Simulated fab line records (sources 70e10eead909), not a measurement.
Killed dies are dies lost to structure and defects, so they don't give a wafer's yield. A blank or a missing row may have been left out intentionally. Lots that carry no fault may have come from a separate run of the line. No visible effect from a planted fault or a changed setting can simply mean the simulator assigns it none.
Comparing a struck lot with a sound one / flow nandHarc / 38 steps out of a route of 1159
Sound: wafers L474.1, L474.3, L474.4. Struck: wafer L487.4. (L487.2, L487.6 of the same lot were not struck and are left out.) The cause comes at the end.
For every step that has rows: the tool of each side, followed by ch and its chambers, followed by its first start. Under that, the readings that differ: sound wafers / struck wafers / difference of the means / sigmas: that difference in standard deviations of wafers without a fault.
alike: words and numbers the same on both sides, and readings whose means are apart by under 2 such deviations; not compared: readings that were withheld, readings missing a value for some wafer, numbers with overlapping values and no deviation given by the record, and bounds like >300 which may hide the same value.
Wherever a step has rows on one side only, a row that says differs or no value, or a row with sigmas, the two part there. Numbers that have no deviation but don't overlap get no sigmas and don't part them. Lack of a reading on every wafer of one side parts them only where that side has two or more wafers.

first, 11 steps without rows for these wafers: NHARC_A_CONTACT_ETCH_131 (etches the open film in C4F8/O2/Ar, time 155 s, target depth 956 nm); NHARC_A_CONTACT_ETCH_132 (etches the open film in C4F8/O2/Ar, time 156 s, target depth 958 nm); NHARC_A_CONTACT_ETCH_133 (etches the open film in C4F8/O2/Ar, time 195 s, target depth 840 nm); NHARC_A_CONTACT_ETCH_91 (etches the open film in CH3F/O2, target depth 40 nm, time 85.7 s); NHARC_A_CONTACT_ETCH_97 (etches the open film in C4F6/O2, target depth 20 nm, time 10 s); NHARC_A_CONTACT_STRIP_103 (strips in N2/H2); NHARC_A_CONTACT_STRIP_104 (strips in CF4/CHF3); NHARC_A_CONTACT_STRIP_105 (strips in O2/COS); NHARC_A_CONTACT_ETCH_106 (etches the open film in CF4/O2, target depth 60 nm, overetch 6 nm, time 33 s); NHARC_A_CONTACT_STRIP_82 (strips in O2); NHARC_A_CONTACT_STRIP_83 (strips in post etch residue remover, time 600 s).
NHARC_A_CONTACT_DEP_84: deposits aC, target thk 2000 nm.
  sound on aclDep-02 ch 0, day 18 00:16; struck on aclDep-02 ch 0, day 21 11:27
  alike: throttleValvePct
  not compared: susceptorTempC
then, 25 steps without rows for these wafers: NHARC_A_CONTACT_DEP_85 (deposits SiON, target thk 50 nm); NHARC_A_CONTACT_DEHYDRATE_00 (time 120 s); NHARC_A_CONTACT_HMDS_01 (time 30 s); NHARC_A_CONTACT_COAT_86 (time 75 s); NHARC_A_CONTACT_COAT_87 (time 65 s); NHARC_A_CONTACT_COAT_02 (resist thk 90 nm); NHARC_A_CONTACT_SOFTBAKE_03 (time 55 s); NHARC_A_CONTACT_EBR_04; NHARC_A_CONTACT_EXPOSE_05 (exposes mask A CC); NHARC_A_CONTACT_PEB_06 (peb time 65 s); NHARC_A_CONTACT_DEVELOP_07 (develop time 35 s); NHARC_A_CONTACT_DESCUM_13 (chemistry O2, time 3 s); NHARC_A_CONTACT_ETCH_88 (etches the open film in CF4, target depth 39 nm, time 65 s); NHARC_A_CONTACT_ETCH_89 (etches the open film in N2/H2, target depth 260 nm, time 475.3 s); NHARC_A_CONTACT_ETCH_30 (etches the open film in CF4/CHF3, target depth 60.5 nm, time 30.2 s); NHARC_A_CONTACT_ETCH_31 (etches the open film in O2/COS, target depth 2000 nm, time 520 s); NHARC_A_CONTACT_ETCH_134 (etches the open film in C4F8/O2/Ar, time 140 s, target depth 700 nm); NHARC_A_CONTACT_ETCH_135 (etches the open film in C4F8/O2/Ar, time 132 s, target depth 1287 nm); NHARC_A_CONTACT_ETCH_136 (etches the open film in C4F8/O2/Ar, time 132 s, target depth 1287 nm); NHARC_A_CONTACT_ETCH_137 (etches the open film in C4F8/O2/Ar, time 132 s, target depth 1287 nm); NHARC_A_CONTACT_ETCH_138 (etches the open film in C4F8/O2/Ar, time 132 s, target depth 1289 nm); NHARC_A_CONTACT_ETCH_139 (etches the open film in C4F8/O2/Ar, time 137 s, target depth 590 nm); NHARC_A_CONTACT_ETCH_92 (etches the open film in CH3F/O2, target depth 40 nm, time 85.7 s); NHARC_A_CONTACT_ETCH_98 (etches the open film in C4F6/O2, target depth 20 nm, time 10 s); NHARC_A_CONTACT_STRIP_107 (strips in N2/H2).
-- break in the record here, with 2 days between the starts of the struck wafers on either side (left off in module A_CONTACT, picked up again in module END, where the first step shown is number 1159 on the route) --
NHARC_END_SORT_01:
  sound on prober-02 ch 0, day 20 10:42; struck on prober-01 ch 0, day 23 22:17
reading=hold; sound=- - -; struck=awaitDispo/1.8h/release; difference=no value on the sound wafers; sigmas=
reading=killedAtArray; sound=23 23 23; struck=614; difference=+591; sigmas=+54
reading=killedDies; sound=30 25 25; struck=616; difference=+589; sigmas=+54
  alike: killedAtOther, killedAtPeriphery, killedOpen, killedShort

## WHERE THEY PART
Within this record, at NHARC_END_SORT_01 only.

WHY: what had been put in by the simulator
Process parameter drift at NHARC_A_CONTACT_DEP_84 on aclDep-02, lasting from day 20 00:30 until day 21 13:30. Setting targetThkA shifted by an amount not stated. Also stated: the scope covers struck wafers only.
